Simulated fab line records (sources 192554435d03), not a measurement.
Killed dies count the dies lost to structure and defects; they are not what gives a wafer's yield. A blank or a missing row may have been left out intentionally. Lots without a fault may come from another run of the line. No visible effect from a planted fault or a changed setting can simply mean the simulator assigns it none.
A struck lot beside a sound one + flow n5 finfet + 37 steps out of a route of 1938
Sound: wafers L824.1, L824.2, L824.6. The struck wafers were L838.1, L838.2, L838.4. Last of all comes the cause.
At each step with rows: each side's tool, then ch and its chambers, then its first start. Under that, the readings that differ: sound wafers + struck wafers + difference of the means + sigmas: that difference in standard deviations of wafers without a fault.
alike: readings whose means differ by less than 2 such deviations, and words and numbers that are the same on both sides. not compared: withheld readings, readings that some wafer has no value for, bounds like >300 that may hide the same value, and numbers for which the record gives no deviation and whose values overlap.
The two part at a step that has a row with sigmas, a row that says differs or no value, or rows on one side only. Numbers that have no deviation but don't overlap get no sigmas and don't part them. A reading that every wafer of one side lacks parts them only if that side has two wafers or more.

first, 9 steps without rows for these wafers: N5_BEOL_M4_ANNEAL_95 (time 240 s); N5_BEOL_M4_SPUTTER_96 (material Cu, target thk 4.5 nm, time 8.29 s); N5_BEOL_M4_ECD_50 (material Cu, target thk 300 nm); N5_BEOL_M4_ANNEAL_51 (time 90 s); N5_BEOL_M4_CMP_52 (polishes, stops on SiOC, t overpolish 6.8 s, target thk 40 nm); N5_BEOL_M4_PRE_CLEAN_60 (time 15 s); N5_BEOL_M4_CO_CAP_55 (material Co, precursor CCTBA/H2, target thk 2 nm, time 102.1 s); N5_BEOL_M4_PRE_CLEAN_56 (time 15 s); N5_BEOL_M4_DEP_57 (deposits SiCN from 3MS/NH3, target thk 8 nm, time 14 s).
N5_BEOL_M4_RC_MEAS_101:
  sound on prober-01 ch 0, day 9 18:47; struck on prober-01 ch 0, day 13 22:10
  alike: DIBL_N, DIBL_P, IOFF_N, IOFF_P, ION_N, ION_P, SS_N, SS_P, VT_N, VT_P
then, 24 steps without rows for these wafers: N5_BEOL_M5_ILD_DEP_00 (deposits SiCOH lowk from DEMS/porogen, target thk 140.64 nm, time 25.9 s); N5_BEOL_M5_CURE_79 (cures SiCOH lowk, time 240 s); N5_BEOL_M5_PECVD_70 (deposits SiO2 from TEOS/O2, target thk 16 nm, time 18 s); N5_BEOL_M5_HM_DEP_02 (deposits TiN, target thk 20 nm); N5_BEOL_M5_COAT_59 (time 60 s, resist thk 60 nm); N5_BEOL_M5_COAT_60 (time 60 s, resist thk 12 nm); N5_BEOL_M5_COAT_71 (time 60 s, resist thk 5 nm); N5_BEOL_M5_COAT_05 (resist thk 30 nm); N5_BEOL_M5_EBR_07; N5_BEOL_M5_SOFTBAKE_06 (time 60 s); N5_BEOL_M5_EXPOSE_08 (exposes mask M5, target cd 28 nm); N5_BEOL_M5_PEB_09 (peb time 60 s); N5_BEOL_M5_DEVELOP_10 (develop time 30 s); N5_BEOL_M5_DESCUM_16 (chemistry O2, time 7 s); N5_BEOL_M5_ETCH_72 (etches underlayer in N2/H2, target depth 6.5 nm, time 5.2 s); N5_BEOL_M5_ETCH_61 (etches SiARC in CF4, target depth 15.6 nm, time 26 s); N5_BEOL_M5_ETCH_62 (etches SOC in N2/H2, target depth 75 nm, overetch 15 nm, time 112.5 s); N5_BEOL_M5_STRIP_63 (strips in N2/H2); N5_BEOL_M5_STRIP_73 (strips in N2/H2); N5_BEOL_M5_STRIP_64 (strips in CF4); N5_BEOL_M5_HM_OPEN_17 (chemistry Cl2/BCl3, target TiN, target depth 20 nm, overetch 6 nm); N5_BEOL_M5_STRIP_19 (strips in O2); N5_BEOL_M5_COAT_65 (time 60 s, resist thk 60 nm); N5_BEOL_M5_COAT_66 (time 60 s, resist thk 12 nm).
N5_BEOL_M8_SPUTTER_48: material Cu, target thk 10 nm, time 1.667 s.
  sound on pvd sputter-01 at day 11 03:59; struck on pvd sputter-01 at day 15 10:43
  no value came back on the struck wafers for bias v (V), cathode dc power W (W), throttle valve pct (%); on the sound wafers bias v (V) reads 60.4 60.0 60.3
N5_BEOL_M8_CMP_52: polishes, stops on SiCOH lowk, t overpolish 6.9 s, target thk 80 nm.
  sound on cmp-02 ch 1,3, day 11 05:21; struck on cmp-02 ch 0,1,2, day 15 11:20
| reading                 | sound             | struck            | difference | sigmas |
|-------------------------|-------------------|-------------------|------------|--------|
| edge zone pressure frac | 1.005 1.007 1.010 | 0.986 0.991 1.005 | -0.013     | -3     |
| time to endpoint s (s)  | 64.9 67.2 70.7    | 0.0 0.0 0.1       | -67.6      | -23    |
  alike: motor current A, slurry flow ml min
  not compared: pad life wafers
-- the record jumps here: 3 days lie between the struck wafers' starts before and after (it left off in module BEOL_M8 and takes up again in module PASSIVATION, whose first step shown is number 1936 of the route) --
N5_PASSIVATION_PROBE_49:
  record: rows for the struck wafers here (prober-01, day 18 03:50), none for the sound ones

== WHERE THEY PART ==
First at N5_BEOL_M8_SPUTTER_48; last, within this record, at N5_PASSIVATION_PROBE_49.

WHY: what had been put in by the simulator
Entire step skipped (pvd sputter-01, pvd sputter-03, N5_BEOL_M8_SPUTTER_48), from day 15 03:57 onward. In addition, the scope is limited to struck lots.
